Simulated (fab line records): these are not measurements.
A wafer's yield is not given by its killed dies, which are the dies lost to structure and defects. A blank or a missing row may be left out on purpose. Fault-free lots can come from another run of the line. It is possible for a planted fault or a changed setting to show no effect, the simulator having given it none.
fab line records :: flow n5-finfet
record
  lots=7
  wafers=39
route steps=1938 shown DUMMY_GATE@237 HKMG_FIN@444 MOL_CONTACT_COAG@581
start-h: hours from the record's opening day to when the first of the lot's shown wafers began :: wait-h: hours elapsed since this lot's preceding step :: " identical to the entry in the row above :: L1.1+2: several wafers, shown together as one row :: - no value present, or no start provided :: * or withheld: withheld :: < > ~ a bound
route shown NAME@n: NAME is a module with steps in the file, n the number in the route of the first one :: usual: mean/standard deviation taken from wafers without a fault :: same: alike in all rows :: chamber/n: place in a boat :: sites: per-site readings :: _std_site: standard deviation of those values :: _edge_site: inner sites' mean taken away from outer sites' mean :: radius-mm: how far each site lies from the wafer's centre :: mask NAME#n: copy n :: behind: tool/chamber where the wafer was last shaped :: hold: the reason the lot was held/the length of the hold in hours/how it ended :: device: transistor that didn't switch, given as n, p or np :: end of line: tests run on the same wafers once the route is complete :: where a step has no rows: the recipe by itself :: killed: the dies lost at the first sort to structure and to defects; this is not the yield of the wafer :: map: a wafer's dies, marking killed ones x, the rest . and places with no die _
set.NAME: setting as actually run; set.NAME@STEP: the setting as run at that earlier step :: model.NAME: the simulator's own value behind a step, which no gauge read
one table per step and one row per wafer, for lots whose settings were changed on purpose
## steps
# step N5_DUMMY_GATE_ETCH_37
# recipe
  chemistry=N2/H2
  target=SOC
  target-depth-a=600
  overetch-a=300
  temp-c=40
  ion-energy-ev=200
  pressure-mtorr=30
  source-w=840
  bias-w=150
  n2-flow-sccm=200
  h2-flow-sccm=200
# usual
  rf-vpp-V=523.9/2.8
lot.wafer: L084.1
tool: rie-diel-03
chamber: 1
start-h: 108.59
wait-h: 0.0
set.source-w: 840
rf-vpp-V: 520.1

lot.wafer: L084.2
tool: rie-diel-03
chamber: 2
start-h: 108.59
wait-h: 0.0
set.source-w: 840
rf-vpp-V: 526.6

lot.wafer: L084.3
tool: rie-diel-03
chamber: 0
start-h: 108.59
wait-h: 0.0
set.source-w: 840
rf-vpp-V: 526.7

lot.wafer: L084.4
tool: rie-diel-03
chamber: 3
start-h: 108.59
wait-h: 0.0
set.source-w: 998.5
rf-vpp-V: 491.3

lot.wafer: L084.5
tool: rie-diel-03
chamber: 2
start-h: 108.59
wait-h: 0.0
set.source-w: 998.5
rf-vpp-V: 496.2

lot.wafer: L084.6
tool: rie-diel-03
chamber: 1
start-h: 108.59
wait-h: 0.0
set.source-w: 998.5
rf-vpp-V: 491.3

lot.wafer: L086.1
tool: rie-diel-01
chamber: 2
start-h: 124.86
wait-h: 0.0
set.source-w: 840
rf-vpp-V: 526.3

lot.wafer: L086.2
tool: rie-diel-01
chamber: 1
start-h: 124.86
wait-h: 0.0
set.source-w: 840
rf-vpp-V: 526.7

lot.wafer: L086.3
tool: rie-diel-01
chamber: 3
start-h: 124.86
wait-h: 0.0
set.source-w: 840
rf-vpp-V: 525.7

lot.wafer: L086.4
tool: rie-diel-01
chamber: 0
start-h: 124.86
wait-h: 0.0
set.source-w: 840
rf-vpp-V: 522.3

lot.wafer: L086.5
tool: rie-diel-01
chamber: 2
start-h: 124.86
wait-h: 0.0
set.source-w: 840
rf-vpp-V: 526.0

lot.wafer: L086.6
tool: rie-diel-01
chamber: 3
start-h: 124.86
wait-h: 0.0
set.source-w: 840
rf-vpp-V: 523.6

lot.wafer: L088.1
tool: rie-diel-01
chamber: 0
start-h: 131.71
wait-h: 0.0
set.source-w: 725.6
rf-vpp-V: 550.1

lot.wafer: L088.2
tool: rie-diel-01
chamber: 3
start-h: 131.71
wait-h: 0.0
set.source-w: 840
rf-vpp-V: 524.6

lot.wafer: L088.3
tool: rie-diel-01
chamber: 1
start-h: 131.71
wait-h: 0.0
set.source-w: 840
rf-vpp-V: 526.3

lot.wafer: L088.4
tool: rie-diel-01
chamber: 1
start-h: 131.71
wait-h: 0.0
set.source-w: 840
rf-vpp-V: 526.5

lot.wafer: L088.5
tool: rie-diel-01
chamber: 3
start-h: 131.71
wait-h: 0.0
set.source-w: 725.6
rf-vpp-V: 549.2

lot.wafer: L088.6
tool: rie-diel-01
chamber: 0
start-h: 131.71
wait-h: 0.0
set.source-w: 725.6
rf-vpp-V: 549.9

lot.wafer: L089.1
tool: rie-diel-03
chamber: 1
start-h: 136.55
wait-h: 0.0
set.source-w: 971.6
rf-vpp-V: 496.3

lot.wafer: L089.2
tool: rie-diel-03
chamber: 0
start-h: 136.55
wait-h: 0.0
set.source-w: 840
rf-vpp-V: 525.9

lot.wafer: L089.3
tool: rie-diel-03
chamber: 3
start-h: 136.55
wait-h: 0.0
set.source-w: 971.6
rf-vpp-V: 497.1

lot.wafer: L089.4
tool: rie-diel-03
chamber: 2
start-h: 136.55
wait-h: 0.0
set.source-w: 840
rf-vpp-V: 526.6

lot.wafer: L089.5
tool: rie-diel-03
chamber: 3
start-h: 136.55
wait-h: 0.0
set.source-w: 840
rf-vpp-V: 521.3

lot.wafer: L089.6
tool: rie-diel-03
chamber: 0
start-h: 136.55
wait-h: 0.0
set.source-w: 971.6
rf-vpp-V: 502.3

lot.wafer: L091.2
tool: rie-diel-01
chamber: 2
start-h: 147.17
wait-h: 0.0
set.source-w: 840
rf-vpp-V: 526.6

lot.wafer: L091.4
tool: rie-diel-01
chamber: 0
start-h: 147.17
wait-h: 0.0
set.source-w: 840
rf-vpp-V: 523.2

lot.wafer: L091.5
tool: rie-diel-01
chamber: 0
start-h: 147.17
wait-h: 0.0
set.source-w: 840
rf-vpp-V: 523.9

lot.wafer: L093.1
tool: rie-diel-03
chamber: 0
start-h: 161.03
wait-h: 0.0
set.source-w: 840
rf-vpp-V: 526.9

lot.wafer: L093.2
tool: rie-diel-03
chamber: 3
start-h: 161.03
wait-h: 0.0
set.source-w: 840
rf-vpp-V: 521.5

lot.wafer: L093.3
tool: rie-diel-03
chamber: 2
start-h: 161.03
wait-h: 0.0
set.source-w: 840
rf-vpp-V: 526.9

lot.wafer: L093.4
tool: rie-diel-03
chamber: 2
start-h: 161.03
wait-h: 0.0
set.source-w: 840
rf-vpp-V: 524.9

lot.wafer: L093.5
tool: rie-diel-03
chamber: 3
start-h: 161.03
wait-h: 0.0
set.source-w: 840
rf-vpp-V: 522.3

lot.wafer: L093.6
tool: rie-diel-03
chamber: 0
start-h: 161.03
wait-h: 0.0
set.source-w: 840
rf-vpp-V: 527.0

lot.wafer: L094.1
tool: rie-diel-06
chamber: 2
start-h: 168.82
wait-h: 0.0
set.source-w: 840
rf-vpp-V: 522.3

lot.wafer: L094.2
tool: rie-diel-06
chamber: 0
start-h: 168.82
wait-h: 0.0
set.source-w: 903.6
rf-vpp-V: 508.5

lot.wafer: L094.3
tool: rie-diel-06
chamber: 1
start-h: 168.82
wait-h: 0.0
set.source-w: 903.6
rf-vpp-V: 513.3

lot.wafer: L094.4
tool: rie-diel-06
chamber: 3
start-h: 168.82
wait-h: 0.0
set.source-w: 840
rf-vpp-V: 519.3

lot.wafer: L094.5
tool: rie-diel-06
chamber: 2
start-h: 168.82
wait-h: 0.0
set.source-w: 903.6
rf-vpp-V: 512.5

lot.wafer: L094.6
tool: rie-diel-06
chamber: 3
start-h: 168.82
wait-h: 0.0
set.source-w: 840
rf-vpp-V: 519.2
# step N5_HKMG_FIN_ETCH_86
# recipe
  chemistry=N2/H2
  target=SOC
  target-depth-a=3932
  stop-on=TiN
  ion-energy-ev=100
  bias-w=61
  pressure-mtorr=30
  source-w=850
  n2-flow-sccm=200
  h2-flow-sccm=200
lot.wafer: L084.1
tool: rie-diel-05
chamber: 1
start-h: 137.35
wait-h: -
set.target-depth-a: 3529
model.SOC_of_HKMG_FIN_COAT_85.thk-nm: 45.2

lot.wafer: L084.2
tool: rie-diel-05
chamber: 2
start-h: 137.35
wait-h: -
set.target-depth-a: 3529
model.SOC_of_HKMG_FIN_COAT_85.thk-nm: 46.6

lot.wafer: L084.3+6
tool: rie-diel-05
chamber: 3
start-h: 137.35
wait-h: -
set.target-depth-a: 3932
model.SOC_of_HKMG_FIN_COAT_85.thk-nm: 11.6

lot.wafer: L084.4
tool: rie-diel-05
chamber: 2
start-h: 137.35
wait-h: -
set.target-depth-a: 3529
model.SOC_of_HKMG_FIN_COAT_85.thk-nm: 46.8

lot.wafer: L084.5
tool: rie-diel-05
chamber: 1
start-h: 137.35
wait-h: -
set.target-depth-a: 3932
model.SOC_of_HKMG_FIN_COAT_85.thk-nm: 16.2

lot.wafer: L086.1
tool: rie-diel-04
chamber: 0
start-h: 155.38
wait-h: -
set.target-depth-a: 3932
model.SOC_of_HKMG_FIN_COAT_85.thk-nm: 13.2

lot.wafer: L086.2
tool: rie-diel-04
chamber: 2
start-h: 155.38
wait-h: -
set.target-depth-a: 3932
model.SOC_of_HKMG_FIN_COAT_85.thk-nm: 21.2

lot.wafer: L086.3
tool: rie-diel-04
chamber: 1
start-h: 155.38
wait-h: -
set.target-depth-a: 3932
model.SOC_of_HKMG_FIN_COAT_85.thk-nm: 21.4

lot.wafer: L086.4
tool: rie-diel-04
chamber: 1
start-h: 155.38
wait-h: -
set.target-depth-a: 4083
model.SOC_of_HKMG_FIN_COAT_85.thk-nm: 10.6

lot.wafer: L086.5
tool: rie-diel-04
chamber: 0
start-h: 155.38
wait-h: -
set.target-depth-a: 4083
model.SOC_of_HKMG_FIN_COAT_85.thk-nm: 8.6

lot.wafer: L086.6
tool: rie-diel-04
chamber: 2
start-h: 155.38
wait-h: -
set.target-depth-a: 4083
model.SOC_of_HKMG_FIN_COAT_85.thk-nm: 10.4

lot.wafer: L088.1
tool: rie-diel-04
chamber: 0
start-h: 163.01
wait-h: -
set.target-depth-a: 3932
model.SOC_of_HKMG_FIN_COAT_85.thk-nm: 13.4

lot.wafer: L088.2+4+5
tool: rie-diel-04
chamber: 2,1,3
start-h: 163.01
wait-h: -
set.target-depth-a: 4128
model.SOC_of_HKMG_FIN_COAT_85.thk-nm: 8.6

lot.wafer: L088.3
tool: rie-diel-04
chamber: 3
start-h: 163.01
wait-h: -
set.target-depth-a: 3932
model.SOC_of_HKMG_FIN_COAT_85.thk-nm: 15

lot.wafer: L088.6
tool: rie-diel-04
chamber: 2
start-h: 163.01
wait-h: -
set.target-depth-a: 3932
model.SOC_of_HKMG_FIN_COAT_85.thk-nm: 21.4

lot.wafer: L089.1+5
tool: rie-diel-05
chamber: 3
start-h: 166.21
wait-h: -
set.target-depth-a: 3932
model.SOC_of_HKMG_FIN_COAT_85.thk-nm: 12

lot.wafer: L089.2
tool: rie-diel-05
chamber: 2
start-h: 166.21
wait-h: -
set.target-depth-a: 3932
model.SOC_of_HKMG_FIN_COAT_85.thk-nm: 18

lot.wafer: L089.3
tool: rie-diel-05
chamber: 1
start-h: 166.21
wait-h: -
set.target-depth-a: 3932
model.SOC_of_HKMG_FIN_COAT_85.thk-nm: 16.4

lot.wafer: L089.4+6
tool: rie-diel-05
chamber: 0
start-h: 166.21
wait-h: -
set.target-depth-a: 3932
model.SOC_of_HKMG_FIN_COAT_85.thk-nm: 14

lot.wafer: L091.2
tool: rie-diel-02
chamber: 0
start-h: 177.25
wait-h: -
set.target-depth-a: 3932
model.SOC_of_HKMG_FIN_COAT_85.thk-nm: 19.2

lot.wafer: L091.4
tool: rie-diel-02
chamber: 1
start-h: 177.25
wait-h: -
set.target-depth-a: 3932
model.SOC_of_HKMG_FIN_COAT_85.thk-nm: 15.6

lot.wafer: L091.5
tool: rie-diel-02
chamber: 2
start-h: 177.25
wait-h: -
set.target-depth-a: 3932
model.SOC_of_HKMG_FIN_COAT_85.thk-nm: 19.4

lot.wafer: L093.1
tool: rie-diel-04
chamber: 2
start-h: 192.95
wait-h: -
set.target-depth-a: 3932
model.SOC_of_HKMG_FIN_COAT_85.thk-nm: 21.8

lot.wafer: L093.2
tool: rie-diel-04
chamber: 0
start-h: 192.95
wait-h: -
set.target-depth-a: 3932
model.SOC_of_HKMG_FIN_COAT_85.thk-nm: 14

lot.wafer: L093.3
tool: rie-diel-04
chamber: 3
start-h: 192.95
wait-h: -
set.target-depth-a: 3932
model.SOC_of_HKMG_FIN_COAT_85.thk-nm: 15.4

lot.wafer: L093.4
tool: rie-diel-04
chamber: 2
start-h: 192.95
wait-h: -
set.target-depth-a: 4115
model.SOC_of_HKMG_FIN_COAT_85.thk-nm: 8.8

lot.wafer: L093.5+6
tool: rie-diel-04
chamber: 3,0
start-h: 192.95
wait-h: -
set.target-depth-a: 4115
model.SOC_of_HKMG_FIN_COAT_85.thk-nm: 8.6

lot.wafer: L094.1
tool: rie-diel-04
chamber: 0
start-h: 198.29
wait-h: -
set.target-depth-a: 3932
model.SOC_of_HKMG_FIN_COAT_85.thk-nm: 14

lot.wafer: L094.2
tool: rie-diel-04
chamber: 3
start-h: 198.29
wait-h: -
set.target-depth-a: 3932
model.SOC_of_HKMG_FIN_COAT_85.thk-nm: 15.4

lot.wafer: L094.3+4+5
tool: rie-diel-04
chamber: 2,0,3
start-h: 198.29
wait-h: -
set.target-depth-a: 4290
model.SOC_of_HKMG_FIN_COAT_85.thk-nm: 8.6

lot.wafer: L094.6
tool: rie-diel-04
chamber: 2
start-h: 198.29
wait-h: -
set.target-depth-a: 3932
model.SOC_of_HKMG_FIN_COAT_85.thk-nm: 21.8
# step N5_MOL_CONTACT_COAG_ETCH_91
# recipe
  chemistry=N2/H2
  target=SOC
  target-depth-a=600
  overetch-a=210
  mask-material=SiARC
  temp-c=40
  time-s=101.2
  ion-energy-ev=200
  pressure-mtorr=30
  source-w=840
  bias-w=150
  n2-flow-sccm=200
  h2-flow-sccm=200
# usual
  rf-vpp-V=523/3.2
lot.wafer: L084.1
tool: rie-diel-05
chamber: 2
start-h: 158.04
wait-h: 0.0
set.source-w: 787.6
rf-vpp-V: 528

lot.wafer: L084.2
tool: rie-diel-05
chamber: 3
start-h: 158.04
wait-h: 0.0
set.source-w: 840
rf-vpp-V: 521

lot.wafer: L084.3
tool: rie-diel-05
chamber: 1
start-h: 158.04
wait-h: 0.0
set.source-w: 840
rf-vpp-V: 528

lot.wafer: L084.4
tool: rie-diel-05
chamber: 0
start-h: 158.04
wait-h: 0.0
set.source-w: 787.6
rf-vpp-V: 538

lot.wafer: L084.5
tool: rie-diel-05
chamber: 3
start-h: 158.04
wait-h: 0.0
set.source-w: 840
rf-vpp-V: 522

lot.wafer: L084.6
tool: rie-diel-05
chamber: 2
start-h: 158.04
wait-h: 0.0
set.source-w: 787.6
rf-vpp-V: 527

lot.wafer: L086.1
tool: rie-diel-04
chamber: 3
start-h: 175.55
wait-h: 0.0
set.source-w: 840
rf-vpp-V: 522

lot.wafer: L086.2
tool: rie-diel-04
chamber: 2
start-h: 175.55
wait-h: 0.0
set.source-w: 840
rf-vpp-V: 522

lot.wafer: L086.3
tool: rie-diel-04
chamber: 0
start-h: 175.55
wait-h: 0.0
set.source-w: 926.9
rf-vpp-V: 510

lot.wafer: L086.4
tool: rie-diel-04
chamber: 2
start-h: 175.55
wait-h: 0.0
set.source-w: 926.9
rf-vpp-V: 506

lot.wafer: L086.5
tool: rie-diel-04
chamber: 3
start-h: 175.55
wait-h: 0.0
set.source-w: 840
rf-vpp-V: 523

lot.wafer: L086.6
tool: rie-diel-04
chamber: 0
start-h: 175.55
wait-h: 0.0
set.source-w: 926.9
rf-vpp-V: 511

lot.wafer: L088.1
tool: rie-diel-05
chamber: 1
start-h: 186.55
wait-h: 0.0
set.source-w: 714.3
rf-vpp-V: 556

lot.wafer: L088.2
tool: rie-diel-05
chamber: 2
start-h: 186.55
wait-h: 0.0
set.source-w: 840
rf-vpp-V: 518

lot.wafer: L088.3
tool: rie-diel-05
chamber: 0
start-h: 186.55
wait-h: 0.0
set.source-w: 840
rf-vpp-V: 526

lot.wafer: L088.4
tool: rie-diel-05
chamber: 3
start-h: 186.55
wait-h: 0.0
set.source-w: 714.3
rf-vpp-V: 551

lot.wafer: L088.5
tool: rie-diel-05
chamber: 2
start-h: 186.55
wait-h: 0.0
set.source-w: 840
rf-vpp-V: 518

lot.wafer: L088.6
tool: rie-diel-05
chamber: 3
start-h: 186.55
wait-h: 0.0
set.source-w: 714.3
rf-vpp-V: 551

lot.wafer: L089.1
tool: rie-diel-05
chamber: 0
start-h: 188.74
wait-h: 0.0
set.source-w: 840
rf-vpp-V: 524

lot.wafer: L089.2
tool: rie-diel-05
chamber: 3
start-h: 188.74
wait-h: 0.0
set.source-w: 840
rf-vpp-V: 523

lot.wafer: L089.3
tool: rie-diel-05
chamber: 1
start-h: 188.74
wait-h: 0.0
set.source-w: 840
rf-vpp-V: 526

lot.wafer: L089.4
tool: rie-diel-05
chamber: 2
start-h: 188.74
wait-h: 0.0
set.source-w: 840
rf-vpp-V: 518

lot.wafer: L089.5
tool: rie-diel-05
chamber: 0
start-h: 188.74
wait-h: 0.0
set.source-w: 840
rf-vpp-V: 525

lot.wafer: L089.6
tool: rie-diel-05
chamber: 3
start-h: 188.74
wait-h: 0.0
set.source-w: 840
rf-vpp-V: 524

lot.wafer: L091.2
tool: rie-diel-04
chamber: 3
start-h: 198.58
wait-h: 0.0
set.source-w: 840
rf-vpp-V: 523

lot.wafer: L091.4
tool: rie-diel-04
chamber: 2
start-h: 198.58
wait-h: 0.0
set.source-w: 840
rf-vpp-V: 522

lot.wafer: L091.5
tool: rie-diel-04
chamber: 3
start-h: 198.58
wait-h: 0.0
set.source-w: 840
rf-vpp-V: 523

lot.wafer: L093.1
tool: rie-diel-04
chamber: 2
start-h: 215.00
wait-h: 0.0
set.source-w: 840
rf-vpp-V: 523

lot.wafer: L093.2
tool: rie-diel-04
chamber: 3
start-h: 215.00
wait-h: 0.0
set.source-w: 693.1
rf-vpp-V: 555

lot.wafer: L093.3
tool: rie-diel-04
chamber: 0
start-h: 215.00
wait-h: 0.0
set.source-w: 693.1
rf-vpp-V: 563

lot.wafer: L093.4
tool: rie-diel-04
chamber: 2
start-h: 215.00
wait-h: 0.0
set.source-w: 693.1
rf-vpp-V: 556

lot.wafer: L093.5
tool: rie-diel-04
chamber: 0
start-h: 215.00
wait-h: 0.0
set.source-w: 840
rf-vpp-V: 528

lot.wafer: L093.6
tool: rie-diel-04
chamber: 3
start-h: 215.00
wait-h: 0.0
set.source-w: 840
rf-vpp-V: 522

lot.wafer: L094.1
tool: rie-diel-04
chamber: 0
start-h: 219.66
wait-h: 0.0
set.source-w: 840
rf-vpp-V: 527

lot.wafer: L094.2
tool: rie-diel-04
chamber: 3
start-h: 219.66
wait-h: 0.0
set.source-w: 840
rf-vpp-V: 523

lot.wafer: L094.3
tool: rie-diel-04
chamber: 2
start-h: 219.66
wait-h: 0.0
set.source-w: 840
rf-vpp-V: 523

lot.wafer: L094.4
tool: rie-diel-04
chamber: 3
start-h: 219.66
wait-h: 0.0
set.source-w: 840
rf-vpp-V: 524

lot.wafer: L094.5
tool: rie-diel-04
chamber: 0
start-h: 219.66
wait-h: 0.0
set.source-w: 840
rf-vpp-V: 529

lot.wafer: L094.6
tool: rie-diel-04
chamber: 2
start-h: 219.66
wait-h: 0.0
set.source-w: 840
rf-vpp-V: 523
## key
split
  step=N5_DUMMY_GATE_ETCH_37
  setting=source-w
  stated=840
  by=wafer
response
  step=N5_DUMMY_GATE_ETCH_37
  reading=rf-vpp-V
  change=-1.65
  per=1%
  r=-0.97
split
  step=N5_HKMG_FIN_ETCH_86
  setting=target-depth-a
  stated=3932
  by=wafer
response
  step=N5_HKMG_FIN_ETCH_86
  reading=model.SOC_of_HKMG_FIN_COAT_85.thk-nm
  change=-2.12
  per=1%
  r=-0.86
split
  step=N5_MOL_CONTACT_COAG_ETCH_91
  setting=source-w
  stated=840
  by=wafer
response
  step=N5_MOL_CONTACT_COAG_ETCH_91
  reading=rf-vpp-V
  change=-1.84
  per=1%
  r=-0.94
